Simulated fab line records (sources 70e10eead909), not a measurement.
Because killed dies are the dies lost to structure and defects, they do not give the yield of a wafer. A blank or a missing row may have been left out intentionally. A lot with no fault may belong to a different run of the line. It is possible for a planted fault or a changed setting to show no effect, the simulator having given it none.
A struck lot beside a sound one | flow nand-harc | 21 out of 1302 route steps
Sound: these wafers, L994.2, L994.4, L994.6. Struck: wafer L105.1; the same lot's L105.5 was not struck, so it is left out; see the end for the cause.
Per side, at each step with rows, come the tool, then ch with its chambers, and then its first start. Under that, the readings that differ: sound wafers | struck wafers | difference of the means | sigmas: that difference in standard deviations of wafers without a fault.
alike: a reading whose means differ by less than 2 such deviations, as well as words and numbers matching on both sides. not compared: withheld readings; readings where some wafer has no value; bounds like >300 that might hide an equal value; numbers whose values overlap and for which the record gives no deviation.
Wherever a step has rows on one side only, a row that says differs or no value, or a row with sigmas, the two part there. Numbers that have no deviation but don't overlap get no sigmas and don't part them. A reading missing from all wafers of one side parts the sides only when that side holds two or more wafers.

NHARC_A_BLC_CMP_25: polishes, t overpolish 30 s, target thk 150 nm.
  sound on cmp-03 ch 0,3, day 24 18:04; struck on cmp-03 ch 0, day 30 01:10
  alike: motor-current-A, overpolish-run-s, slurry-flow-ml-min, time-to-endpoint-s
next, for these wafers, 1 step has no rows: NHARC_A_BLC_SRD_27.
NHARC_A_BLC_INSPECT_28:
  sound: defect-inspect-02 at day 24 18:28; struck: defect-inspect-02 at day 30 01:29
  alike: raw-defect-count
then, 8 steps without rows for these wafers: NHARC_A_M0_DEP_00 (deposits SiOC, target thk 150 nm); NHARC_A_M0_DEHYDRATE_01 (time 120 s); NHARC_A_M0_HMDS_02 (time 30 s); NHARC_A_M0_COAT_33 (time 65 s); NHARC_A_M0_COAT_03 (resist thk 90 nm); NHARC_A_M0_SOFTBAKE_04 (time 55 s); NHARC_A_M0_EBR_05; NHARC_A_M0_EXPOSE_06 (exposes mask A M0, target cd 80 nm).
NHARC_A_M0_PEB_07: peb time 65 s.
  sound on litho-track-04 ch 0, day 24 19:10; struck on litho-track-04 ch 0, day 30 02:26
then, 1 step without rows for these wafers: NHARC_A_M0_DEVELOP_08 (develop time 35 s).
NHARC_A_M0_CD_MEAS_09: target cd 80 nm.
  sound on cd-sem-01 ch 0, day 24 19:14; struck on cd-sem-03 ch 0
  reading    | sound          | struck | difference | sigmas
  cd-nm (nm) | 78.9 78.9 79.0 | 86.0   | +7.1       | +9
  not compared: hold
NHARC_A_M0_OVL_MEAS_10: pitch 160 nm.
  sound: overlay-01 at day 24 19:19; struck: overlay-01 at day 30 04:34
  reading | sound | struck                   | difference                   | sigmas
  hold    | - - - | await-dispo/1.8h/release | no value on the sound wafers |
  alike: overlay-x-nm, overlay-y-nm
NHARC_A_M0_INSPECT_11:
  sound: defect-inspect-01 at day 24 19:22; struck: defect-inspect-01 at day 30 04:36
  alike: raw-defect-count
NHARC_A_M0_DESCUM_14: chemistry O2, time 3 s.
  sound on rie-diel-01 ch 0,2,3, day 24 19:26; struck on rie-diel-01 ch 3, day 30 04:41
  reading               | sound             | struck | difference | sigmas
  model.A_M0.cd-nm (nm) | 78.43 79.19 80.18 | 85.75  | +6.48      |
  alike: drypump-motor-current-A, oes-product-au, rf-vpp-V, showerhead-plenum-p-Torr, throttle-valve-pct
  not compared: rf-hours-counter-h
NHARC_A_M0_ETCH_34: etches the open film in N2/H2, target depth 40 nm, overetch 12 nm, time 43.94 s.
  sound on rie-diel-01 ch 0,2,3, day 24 19:31; struck on rie-diel-01 ch 0, day 30 04:46
  alike: drypump-motor-current-A, oes-product-au, rf-vpp-V, showerhead-plenum-p-Torr, throttle-valve-pct
  not compared: rf-hours-counter-h
NHARC_A_M0_ETCH_15: etches the open film in C4F8/Ar, target depth 150 nm, overetch 15 nm, time 82.5 s.
  sound on rie-diel-01 ch 2,3; struck on rie-diel-01 ch 0
  reading               | sound             | struck | difference | sigmas
  oes-product-au (a.u.) | 0.972 0.963 0.953 | 0.900  | -0.063     | -3
  model.A_M0.cd-nm (nm) | 77.39 78.89 79.8  | 85.55  | +6.86      |
  alike: rf-vpp-V
  not compared: rf-hours-counter-h
NHARC_A_M0_CD_MEAS_16:
  sound: cd-sem-01 at day 24 19:43; struck: cd-sem-03 at day 30 05:09
  reading    | sound          | struck | difference | sigmas
  cd-nm (nm) | 77.4 78.8 80.1 | 85.6   | +6.8       | +6
  not compared: hold
NHARC_END_SORT_01:
  sound on prober-01 ch 0, day 26 10:40; struck on prober-02 ch 0, day 32 04:38
  reading             | sound | struck | difference | sigmas
  killed-at-periphery | 0 3 1 | 8      | +7         | +2
  killed-open         | 4 2 0 | 6      | +4         | +2
  alike: defect-limited-yield, killed-at-array, killed-at-other, killed-dies, killed-short

== WHERE THEY PART ==
At NHARC_A_M0_CD_MEAS_09 first; at NHARC_END_SORT_01 last (within this record only).

WHY: what the simulator had put in
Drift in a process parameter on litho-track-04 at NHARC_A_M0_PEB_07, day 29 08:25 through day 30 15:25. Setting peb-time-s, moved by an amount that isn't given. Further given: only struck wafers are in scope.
